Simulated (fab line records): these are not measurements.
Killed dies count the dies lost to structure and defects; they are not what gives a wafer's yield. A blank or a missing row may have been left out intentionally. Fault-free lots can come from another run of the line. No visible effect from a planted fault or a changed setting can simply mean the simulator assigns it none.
Which tool is to blame? / flow n5-finfet / 24 lots, 72 wafers sampled, at 5 steps of a route of 1938

== WHAT THE GAUGES READ, wafer by wafer ==
N5_BEOL_M10_OVL_MEAS_12.
lot=L076; measured=day 10 02:38; on=overlay-02; M10_OVL (nm)=-0.2 -0.9 -0.2
lot=L074; measured=day 10 08:23; on=overlay-01; M10_OVL (nm)=-0.8 -0.2 0.8
lot=L077; measured=day 10 18:14; on=overlay-01; M10_OVL (nm)=0.9 -0.1 0.3
lot=L075; measured=day 10 18:53; on=overlay-02; M10_OVL (nm)=0.8 1.0 1.3
lot=L078; measured=day 10 23:55; on=overlay-02; M10_OVL (nm)=0.7 1.0 0.5
lot=L079; measured=day 11 08:06; on=overlay-01; M10_OVL (nm)=-2.0 -0.2 0.4
lot=L082; measured=day 11 21:40; on=overlay-02; M10_OVL (nm)=-0.3 1.3 0.5
lot=L081; measured=day 11 22:11; on=overlay-02; M10_OVL (nm)=-1.6 -0.3 0.4
lot=L083; measured=day 12 01:23; on=overlay-01; M10_OVL (nm)=1.9 -0.2 0.2
lot=L080; measured=day 12 04:37; on=overlay-01; M10_OVL (nm)=-0.4 1.1 1.4
lot=L084; measured=day 12 11:34; on=overlay-01; M10_OVL (nm)=0.1 0.6 0.4
lot=L085; measured=day 12 20:53; on=overlay-01; M10_OVL (nm)=0.4 0.1 -0.1
lot=L086; measured=day 13 12:24; on=overlay-02; M10_OVL (nm)=0.0 0.5 0.0
lot=L087; measured=day 13 16:20; on=overlay-02; M10_OVL (nm)=-0.4 0.6 0.4
lot=L088; measured=day 13 20:17; on=overlay-02; M10_OVL (nm)=1.9 1.1 3.1
lot=L090; measured=day 13 23:19; on=overlay-02; M10_OVL (nm)=0.8 0.8 -0.4
lot=L091; measured=day 14 06:39; on=overlay-02; M10_OVL (nm)=0.2 1.5 0.2
lot=L089; measured=day 14 10:37; on=overlay-02; M10_OVL (nm)=0.3 1.4 1.9
lot=L092; measured=day 14 15:18; on=overlay-02; M10_OVL (nm)=0.6 1.1 0.1
lot=L094; measured=day 14 18:58; on=overlay-01; M10_OVL (nm)=1.8 1.5 1.4
lot=L093; measured=day 14 22:14; on=overlay-02; M10_OVL (nm)=2.1 1.2 0.8
lot=L095; measured=day 15 08:44; on=overlay-01; M10_OVL (nm)=0.8 2.8 -0.2
lot=L096; measured=day 15 23:04; on=overlay-01; M10_OVL (nm)=1.1 -0.4 0.9
lot=L097; measured=day 16 04:30; on=overlay-02; M10_OVL (nm)=-0.7 0.9 0.5

N5_BEOL_M10_INSPECT_13: inspects for defects (brightfield).
lot=L076; measured=day 10 02:40; on=defect-inspect-01; raw-defect-count=574 591 556
lot=L074; measured=day 10 08:25; on=defect-inspect-01; raw-defect-count=330 372 390
lot=L077; measured=day 10 18:15; on=defect-inspect-01; raw-defect-count=329 329 421
lot=L075; measured=day 10 18:54; on=defect-inspect-02; raw-defect-count=518 448 396
lot=L078; measured=day 10 23:56; on=defect-inspect-02; raw-defect-count=517 559 604
lot=L079; measured=day 11 08:08; on=defect-inspect-02; raw-defect-count=440 464 444
lot=L082; measured=day 11 21:42; on=defect-inspect-01; raw-defect-count=334 364 353
lot=L081; measured=day 11 22:13; on=defect-inspect-01; raw-defect-count=439 416 319
lot=L083; measured=day 12 01:25; on=defect-inspect-02; raw-defect-count=453 314 339
lot=L080; measured=day 12 04:38; on=defect-inspect-02; raw-defect-count=517 643 510
lot=L084; measured=day 12 11:35; on=defect-inspect-02; raw-defect-count=301 397 395
lot=L085; measured=day 12 20:55; on=defect-inspect-01; raw-defect-count=341 341 315
lot=L086; measured=day 13 12:25; on=defect-inspect-01; raw-defect-count=521 585 600
lot=L087; measured=day 13 16:21; on=defect-inspect-02; raw-defect-count=710 605 599
lot=L088; measured=day 13 20:18; on=defect-inspect-02; raw-defect-count=421 358 356
lot=L090; measured=day 13 23:20; on=defect-inspect-02; raw-defect-count=326 355 220
lot=L091; measured=day 14 06:41; on=defect-inspect-01; raw-defect-count=379 415 364
lot=L089; measured=day 14 10:38; on=defect-inspect-01; raw-defect-count=424 512 652
lot=L092; measured=day 14 15:19; on=defect-inspect-02; raw-defect-count=542 354 473
lot=L094; measured=day 14 18:59; on=defect-inspect-02; raw-defect-count=476 459 367
lot=L093; measured=day 14 22:16; on=defect-inspect-01; raw-defect-count=221 360 353
lot=L095; measured=day 15 08:46; on=defect-inspect-01; raw-defect-count=379 301 480
lot=L096; measured=day 15 23:06; on=defect-inspect-02; raw-defect-count=395 292 437
lot=L097; measured=day 16 04:32; on=defect-inspect-02; raw-defect-count=292 344 427

N5_BEOL_M11_CD_MEAS_11: target cd 64.1 nm.
lot=L076; measured=day 10 10:22; on=cd-sem-02; cd-nm (nm)=63.9 64.3 64.3
lot=L074; measured=day 10 15:07; on=cd-sem-03; cd-nm (nm)=64.3 64.0 64.0
lot=L077; measured=day 11 03:19; on=cd-sem-03; cd-nm (nm)=64.5 64.8 64.6
lot=L075; measured=day 11 03:21; on=cd-sem-01; cd-nm (nm)=64.3 63.8 64.2
lot=L078; measured=day 11 06:29; on=cd-sem-03; cd-nm (nm)=64.0 64.1 63.3
lot=L079; measured=day 11 15:33; on=cd-sem-01; cd-nm (nm)=64.0 64.0 64.3
lot=L082; measured=day 12 04:59; on=cd-sem-03; cd-nm (nm)=63.9 64.2 64.1
lot=L081; measured=day 12 07:43; on=cd-sem-01; cd-nm (nm)=63.2 63.9 64.2
lot=L083; measured=day 12 11:26; on=cd-sem-02; cd-nm (nm)=64.9 65.8 64.1
lot=L080; measured=day 12 13:39; on=cd-sem-01; cd-nm (nm)=63.6 64.3 64.0
lot=L084; measured=day 12 18:59; on=cd-sem-03; cd-nm (nm)=65.6 64.9 64.5
lot=L085; measured=day 13 01:54; on=cd-sem-03; cd-nm (nm)=64.6 64.0 65.4
lot=L086; measured=day 13 23:17; on=cd-sem-01; cd-nm (nm)=64.3 64.4 63.9
lot=L087; measured=day 14 01:39; on=cd-sem-01; cd-nm (nm)=63.5 64.4 64.2
lot=L088; measured=day 14 03:46; on=cd-sem-02; cd-nm (nm)=64.5 63.9 64.8
lot=L090; measured=day 14 06:05; on=cd-sem-03; cd-nm (nm)=65.0 65.5 65.1
lot=L091; measured=day 14 15:10; on=cd-sem-02; cd-nm (nm)=63.9 64.3 64.7
lot=L089; measured=day 14 18:55; on=cd-sem-01; cd-nm (nm)=65.1 64.4 63.2
lot=L092; measured=day 15 00:13; on=cd-sem-01; cd-nm (nm)=64.9 64.4 64.8
lot=L094; measured=day 15 04:12; on=cd-sem-02; cd-nm (nm)=64.2 64.3 64.1
lot=L093; measured=day 15 08:20; on=cd-sem-03; cd-nm (nm)=64.0 64.2 64.5
lot=L095; measured=day 15 20:22; on=cd-sem-01; cd-nm (nm)=65.0 64.4 63.6
lot=L096; measured=day 16 08:27; on=cd-sem-02; cd-nm (nm)=64.5 64.5 63.8
lot=L097; measured=day 16 14:20; on=cd-sem-02; cd-nm (nm)=63.7 64.3 63.6

== WHAT TOOL EACH LOT RAN ON (gives the tool, then ch and the chambers of the sampled wafers, and finally the start) ==
lot=L076; N5_BEOL_M10_STRIP_19=rie-diel-02 ch 0,2,3, day 10 03:05; N5_BEOL_M10_DEP_56=pecvd-01 ch 0,1,2, day 10 08:24
lot=L074; N5_BEOL_M10_STRIP_19=rie-diel-02 ch 0,1,3, day 10 08:51; N5_BEOL_M10_DEP_56=pecvd-04 ch 0,2, day 10 13:07
lot=L077; N5_BEOL_M10_STRIP_19=rie-diel-05 ch 1,3, day 10 19:05; N5_BEOL_M10_DEP_56=pecvd-02 ch 0,1,2, day 11 00:21
lot=L075; N5_BEOL_M10_STRIP_19=rie-diel-05 ch 0,2, day 10 19:58; N5_BEOL_M10_DEP_56=pecvd-04 ch 1,2, day 11 01:10
lot=L078; N5_BEOL_M10_STRIP_19=rie-diel-02 ch 0,1, day 11 00:21; N5_BEOL_M10_DEP_56=pecvd-01 ch 0,1,2, day 11 04:49
lot=L079; N5_BEOL_M10_STRIP_19=rie-diel-02 ch 0,2,3, day 11 08:45; N5_BEOL_M10_DEP_56=pecvd-01 ch 1,2, day 11 13:22
lot=L082; N5_BEOL_M10_STRIP_19=rie-diel-04 ch 0,1,3, day 11 22:36; N5_BEOL_M10_DEP_56=pecvd-04 ch 0,1,2, day 12 03:13
lot=L081; N5_BEOL_M10_STRIP_19=rie-diel-04 ch 0,2,3, day 11 23:22; N5_BEOL_M10_DEP_56=pecvd-02 ch 0,1,2, day 12 04:45
lot=L083; N5_BEOL_M10_STRIP_19=rie-diel-02 ch 0,1,2, day 12 02:21; N5_BEOL_M10_DEP_56=pecvd-04 ch 0,1,2, day 12 07:56
lot=L080; N5_BEOL_M10_STRIP_19=rie-diel-02 ch 0,1,2, day 12 05:07; N5_BEOL_M10_DEP_56=pecvd-02 ch 0,1,2, day 12 11:35
lot=L084; N5_BEOL_M10_STRIP_19=rie-diel-05 ch 0,1,2, day 12 12:07; N5_BEOL_M10_DEP_56=pecvd-02 ch 0,2, day 12 17:02
lot=L085; N5_BEOL_M10_STRIP_19=rie-diel-02 ch 0,1, day 12 21:21; N5_BEOL_M10_DEP_56=pecvd-04 ch 0,1,2, day 13 00:43
lot=L086; N5_BEOL_M10_STRIP_19=rie-diel-05 ch 0,2,3, day 13 13:05; N5_BEOL_M10_DEP_56=pecvd-04 ch 0,1,2, day 13 20:09
lot=L087; N5_BEOL_M10_STRIP_19=rie-diel-02 ch 0,1,3, day 13 17:10; N5_BEOL_M10_DEP_56=pecvd-01 ch 1,2, day 13 23:21
lot=L088; N5_BEOL_M10_STRIP_19=rie-diel-04 ch 0,1,2, day 13 20:43; N5_BEOL_M10_DEP_56=pecvd-04 ch 1,2, day 14 01:19
lot=L090; N5_BEOL_M10_STRIP_19=rie-diel-04 ch 2,3, day 14 00:11; N5_BEOL_M10_DEP_56=pecvd-01 ch 0,1,2, day 14 03:57
lot=L091; N5_BEOL_M10_STRIP_19=rie-diel-04 ch 0,2, day 14 07:18; N5_BEOL_M10_DEP_56=pecvd-01 ch 0,1, day 14 12:37
lot=L089; N5_BEOL_M10_STRIP_19=rie-diel-04 ch 0,3, day 14 11:34; N5_BEOL_M10_DEP_56=pecvd-04 ch 0,2, day 14 16:34
lot=L092; N5_BEOL_M10_STRIP_19=rie-diel-05 ch 1,3, day 14 16:41; N5_BEOL_M10_DEP_56=pecvd-04 ch 0,1,2, day 14 22:25
lot=L094; N5_BEOL_M10_STRIP_19=rie-diel-05 ch 0,1,3, day 14 19:34; N5_BEOL_M10_DEP_56=pecvd-02 ch 0,2, day 15 01:13
lot=L093; N5_BEOL_M10_STRIP_19=rie-diel-05 ch 0,1, day 14 22:41; N5_BEOL_M10_DEP_56=pecvd-02 ch 0,1,2, day 15 04:31
lot=L095; N5_BEOL_M10_STRIP_19=rie-diel-02 ch 0,2,3, day 15 09:28; N5_BEOL_M10_DEP_56=pecvd-04 ch 0,1, day 15 17:32
lot=L096; N5_BEOL_M10_STRIP_19=rie-diel-02 ch 0,2,3, day 15 23:32; N5_BEOL_M10_DEP_56=pecvd-04 ch 0,2, day 16 05:19
lot=L097; N5_BEOL_M10_STRIP_19=rie-diel-04 ch 0,2,3, day 16 04:56; N5_BEOL_M10_DEP_56=pecvd-02 ch 1, day 16 10:34
- N5_BEOL_M10_STRIP_19: strips in O2.
- N5_BEOL_M10_DEP_56: deposits SiCN from 3MS/NH3, target thk 15 nm, time 26.5 s.

== AS READ BY THE TOOLS THEMSELVES (means over the sampled wafers that have a number; for cases with no such wafer, the mark the record gives instead) ==
N5_BEOL_M10_STRIP_19.
lot=L076; tool=rie-diel-02; drypump-motor-current-A (A)=5.8; oes-product-au (a.u.)=0.80; rf-vpp-V (V)=4.0; showerhead-plenum-p-Torr (Torr)=2.06; throttle-valve-pct (%)=16.60
lot=L074; tool=rie-diel-02; drypump-motor-current-A (A)=5.4; oes-product-au (a.u.)=0.85; rf-vpp-V (V)=4.4; showerhead-plenum-p-Torr (Torr)=2.09; throttle-valve-pct (%)=16.56
lot=L077; tool=rie-diel-05; drypump-motor-current-A (A)=5.5; oes-product-au (a.u.)=0.84; rf-vpp-V (V)=3.1; showerhead-plenum-p-Torr (Torr)=2.07; throttle-valve-pct (%)=16.60
lot=L075; tool=rie-diel-05; drypump-motor-current-A (A)=5.7; oes-product-au (a.u.)=0.74; rf-vpp-V (V)=3.5; showerhead-plenum-p-Torr (Torr)=2.17; throttle-valve-pct (%)=16.40
lot=L078; tool=rie-diel-02; drypump-motor-current-A (A)=5.4; oes-product-au (a.u.)=0.81; rf-vpp-V (V)=3.4; showerhead-plenum-p-Torr (Torr)=2.10; throttle-valve-pct (%)=16.50
lot=L079; tool=rie-diel-02; drypump-motor-current-A (A)=5.8; oes-product-au (a.u.)=0.78; rf-vpp-V (V)=4.1; showerhead-plenum-p-Torr (Torr)=2.05; throttle-valve-pct (%)=16.64
lot=L082; tool=rie-diel-04; drypump-motor-current-A (A)=5.4; oes-product-au (a.u.)=0.82; rf-vpp-V (V)=3.4; showerhead-plenum-p-Torr (Torr)=2.12; throttle-valve-pct (%)=16.45
lot=L081; tool=rie-diel-04; drypump-motor-current-A (A)=5.5; oes-product-au (a.u.)=0.76; rf-vpp-V (V)=3.6; showerhead-plenum-p-Torr (Torr)=2.15; throttle-valve-pct (%)=16.66
lot=L083; tool=rie-diel-02; drypump-motor-current-A (A)=5.8; oes-product-au (a.u.)=0.79; rf-vpp-V (V)=3.6; showerhead-plenum-p-Torr (Torr)=2.07; throttle-valve-pct (%)=16.57
lot=L080; tool=rie-diel-02; drypump-motor-current-A (A)=5.8; oes-product-au (a.u.)=0.79; rf-vpp-V (V)=3.6; showerhead-plenum-p-Torr (Torr)=2.07; throttle-valve-pct (%)=16.57
lot=L084; tool=rie-diel-05; drypump-motor-current-A (A)=5.6; oes-product-au (a.u.)=0.81; rf-vpp-V (V)=4.0; showerhead-plenum-p-Torr (Torr)=2.14; throttle-valve-pct (%)=16.50
lot=L085; tool=rie-diel-02; drypump-motor-current-A (A)=5.4; oes-product-au (a.u.)=0.80; rf-vpp-V (V)=3.5; showerhead-plenum-p-Torr (Torr)=2.10; throttle-valve-pct (%)=16.52
lot=L086; tool=rie-diel-05; drypump-motor-current-A (A)=5.7; oes-product-au (a.u.)=0.73; rf-vpp-V (V)=3.5; showerhead-plenum-p-Torr (Torr)=2.14; throttle-valve-pct (%)=16.58
lot=L087; tool=rie-diel-02; drypump-motor-current-A (A)=5.4; oes-product-au (a.u.)=0.82; rf-vpp-V (V)=3.6; showerhead-plenum-p-Torr (Torr)=2.08; throttle-valve-pct (%)=16.60
lot=L088; tool=rie-diel-04; drypump-motor-current-A (A)=5.7; oes-product-au (a.u.)=0.76; rf-vpp-V (V)=3.9; showerhead-plenum-p-Torr (Torr)=2.10; throttle-valve-pct (%)=16.61
lot=L090; tool=rie-diel-04; drypump-motor-current-A (A)=5.5; oes-product-au (a.u.)=0.75; rf-vpp-V (V)=3.8; showerhead-plenum-p-Torr (Torr)=2.18; throttle-valve-pct (%)=16.76
lot=L091; tool=rie-diel-04; drypump-motor-current-A (A)=5.8; oes-product-au (a.u.)=0.71; rf-vpp-V (V)=3.2; showerhead-plenum-p-Torr (Torr)=2.13; throttle-valve-pct (%)=16.84
lot=L089; tool=rie-diel-04; drypump-motor-current-A (A)=5.3; oes-product-au (a.u.)=0.80; rf-vpp-V (V)=3.8; showerhead-plenum-p-Torr (Torr)=2.17; throttle-valve-pct (%)=16.56
lot=L092; tool=rie-diel-05; drypump-motor-current-A (A)=5.5; oes-product-au (a.u.)=0.90; rf-vpp-V (V)=4.1; showerhead-plenum-p-Torr (Torr)=2.06; throttle-valve-pct (%)=16.50
lot=L094; tool=rie-diel-05; drypump-motor-current-A (A)=5.6; oes-product-au (a.u.)=0.87; rf-vpp-V (V)=3.4; showerhead-plenum-p-Torr (Torr)=2.11; throttle-valve-pct (%)=16.51
lot=L093; tool=rie-diel-05; drypump-motor-current-A (A)=5.5; oes-product-au (a.u.)=0.84; rf-vpp-V (V)=3.8; showerhead-plenum-p-Torr (Torr)=2.10; throttle-valve-pct (%)=16.62
lot=L095; tool=rie-diel-02; drypump-motor-current-A (A)=5.8; oes-product-au (a.u.)=0.75; rf-vpp-V (V)=3.4; showerhead-plenum-p-Torr (Torr)=2.04; throttle-valve-pct (%)=16.68
lot=L096; tool=rie-diel-02; drypump-motor-current-A (A)=5.8; oes-product-au (a.u.)=0.75; rf-vpp-V (V)=3.9; showerhead-plenum-p-Torr (Torr)=2.04; throttle-valve-pct (%)=16.70
lot=L097; tool=rie-diel-04; drypump-motor-current-A (A)=5.5; oes-product-au (a.u.)=0.74; rf-vpp-V (V)=4.2; showerhead-plenum-p-Torr (Torr)=2.14; throttle-valve-pct (%)=16.72

N5_BEOL_M10_DEP_56.
lot=L076; tool=pecvd-01; showerhead-plenum-p-Torr (Torr)=3.664; throttle-valve-pct (%)=9.0
lot=L074; tool=pecvd-04; showerhead-plenum-p-Torr (Torr)=3.666; throttle-valve-pct (%)=9.1
lot=L077; tool=pecvd-02; showerhead-plenum-p-Torr (Torr)=3.668; throttle-valve-pct (%)=9.0
lot=L075; tool=pecvd-04; showerhead-plenum-p-Torr (Torr)=3.663; throttle-valve-pct (%)=9.1
lot=L078; tool=pecvd-01; showerhead-plenum-p-Torr (Torr)=3.665; throttle-valve-pct (%)=9.1
lot=L079; tool=pecvd-01; showerhead-plenum-p-Torr (Torr)=3.665; throttle-valve-pct (%)=9.3
lot=L082; tool=pecvd-04; showerhead-plenum-p-Torr (Torr)=3.663; throttle-valve-pct (%)=8.9
lot=L081; tool=pecvd-02; showerhead-plenum-p-Torr (Torr)=3.672; throttle-valve-pct (%)=9.1
lot=L083; tool=pecvd-04; showerhead-plenum-p-Torr (Torr)=3.664; throttle-valve-pct (%)=9.1
lot=L080; tool=pecvd-02; showerhead-plenum-p-Torr (Torr)=3.670; throttle-valve-pct (%)=9.0
lot=L084; tool=pecvd-02; showerhead-plenum-p-Torr (Torr)=3.673; throttle-valve-pct (%)=9.3
lot=L085; tool=pecvd-04; showerhead-plenum-p-Torr (Torr)=3.665; throttle-valve-pct (%)=9.0
lot=L086; tool=pecvd-04; showerhead-plenum-p-Torr (Torr)=3.665; throttle-valve-pct (%)=9.1
lot=L087; tool=pecvd-01; showerhead-plenum-p-Torr (Torr)=3.655; throttle-valve-pct (%)=9.2
lot=L088; tool=pecvd-04; showerhead-plenum-p-Torr (Torr)=3.657; throttle-valve-pct (%)=9.2
lot=L090; tool=pecvd-01; showerhead-plenum-p-Torr (Torr)=3.669; throttle-valve-pct (%)=9.1
lot=L091; tool=pecvd-01; showerhead-plenum-p-Torr (Torr)=3.668; throttle-valve-pct (%)=9.0
lot=L089; tool=pecvd-04; showerhead-plenum-p-Torr (Torr)=3.668; throttle-valve-pct (%)=8.9
lot=L092; tool=pecvd-04; showerhead-plenum-p-Torr (Torr)=3.665; throttle-valve-pct (%)=9.0
lot=L094; tool=pecvd-02; showerhead-plenum-p-Torr (Torr)=3.668; throttle-valve-pct (%)=9.3
lot=L093; tool=pecvd-02; showerhead-plenum-p-Torr (Torr)=3.674; throttle-valve-pct (%)=8.9
lot=L095; tool=pecvd-04; showerhead-plenum-p-Torr (Torr)=3.667; throttle-valve-pct (%)=8.8
lot=L096; tool=pecvd-04; showerhead-plenum-p-Torr (Torr)=3.668; throttle-valve-pct (%)=9.2
lot=L097; tool=pecvd-02; showerhead-plenum-p-Torr (Torr)=3.667; throttle-valve-pct (%)=8.7

== THE ANSWER, worked out from the rows above alone ==
Rule: what is usual is taken from the lots themselves. Put in order of their means at a reading, lots are off if they are a third of the lots or fewer, leave a main group of 4 or more, and stand apart from it by a gap of 3 or more times the standard deviation of the main group's means; of several such gaps the widest counts. A main group whose means are all the same, to the digits that the tables above print for the reading, isn't used. Also off: a lot with no number at a reading for which 4 or more lots have one. All remaining lots with rows at the step are treated as sound. Order of review: gauges by route order, followed by the tools' own readings, for which a lot's mean as printed above is used. At the first step where some lot is off, the reading lying furthest off is the one used; lots without a number count as furthest.
Nothing can be told from this: no lot is off at any reading shown.

== WHAT HAD BEEN PUT IN BY THE SIMULATOR ==
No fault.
